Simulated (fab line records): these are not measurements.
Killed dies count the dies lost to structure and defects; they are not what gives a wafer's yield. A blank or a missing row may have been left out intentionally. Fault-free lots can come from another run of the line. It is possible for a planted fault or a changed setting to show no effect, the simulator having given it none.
Which of the tools did it? -- flow nand harc -- 72 wafers sampled from 24 lots at 1 step of a route of 1302

## WHAT THE GAUGES READ, wafer by wafer
NHARC_A_ONON_D2_THK_MEAS_14: measures by ellipsometry. Usual: 1001 nm for thk nm, sd 7.9.
lot,measured,on,thk nm (nm),flag
L074,day 12 19:28,film metro-02,987 989 988,
L075,day 13 03:53,film metro-01,1006 1005 1006,
L076,day 13 03:55,film metro-02,995 995 996,
L077,day 13 21:01,film metro-02,1002 1001 1002,
L078,day 14 04:02,film metro-01,999 1000 998,
L080,day 14 13:58,film metro-01,992 992 993,
L079,day 14 14:19,film metro-02,1003 1003 1003,
L081,day 15 15:01,film metro-01,1003 1003 1004,
L082,day 15 19:05,film metro-02,1011 1011 1012,
L083,day 16 04:06,film metro-02,1007 1009 1008,
L084,day 16 18:51,film metro-01,1007 1007 1008,
L085,day 16 18:52,film metro-01,991 993 993,
L086,day 17 05:43,film metro-02,1011 1010 1011,
L087,day 18 03:32,film metro-02,1004 1004 1003,
L088,day 18 17:17,film metro-01,1003 1003 1004,
L089,day 18 17:17,film metro-02,1010 1010 1011,
L090,day 19 05:44,film metro-01,1006 1005 1004,
L092,day 19 23:00,film metro-01,994 995 996,
L091,day 19 23:01,film metro-02,999 998 999,
L093,day 20 04:47,film metro-01,988 986 987,
L094,day 21 01:03,film metro-01,992 992 991,
L095,day 21 10:03,film metro-02,1012 1011 1013,
L097,day 22 09:18,film metro-02,985 982 984,
L096,day 22 09:18,film metro-01,1004 1002 1004,

## EACH LOT AND THE TOOL THAT RAN IT (in order: tool; ch and the chambers of the sampled wafers; start)
Before these readings, the record contains no process step.

## AS READ BY THE TOOLS THEMSELVES (means over the sampled wafers that have a number; for cases with no such wafer, the mark the record gives instead)
The record holds no such reading with a usual standard deviation.

## THE ANSWER, worked out from the rows above alone
Rule: a lot is off if the mean of its wafers that have a number lies more than 3 standard deviations from the usual mean. A lot without any number at a reading at which 4 lots or more have one is off too. Any other lot the step has rows for is counted as sound. The gauges are gone through in route order, then the tools' own readings, and for those a lot's mean is taken as printed above. At the first step where some lot is off, the reading lying furthest off is the one used; lots without a number count as furthest.
None of the lots is off at any reading shown; this tells nothing.

## WHAT HAD BEEN PUT IN BY THE SIMULATOR
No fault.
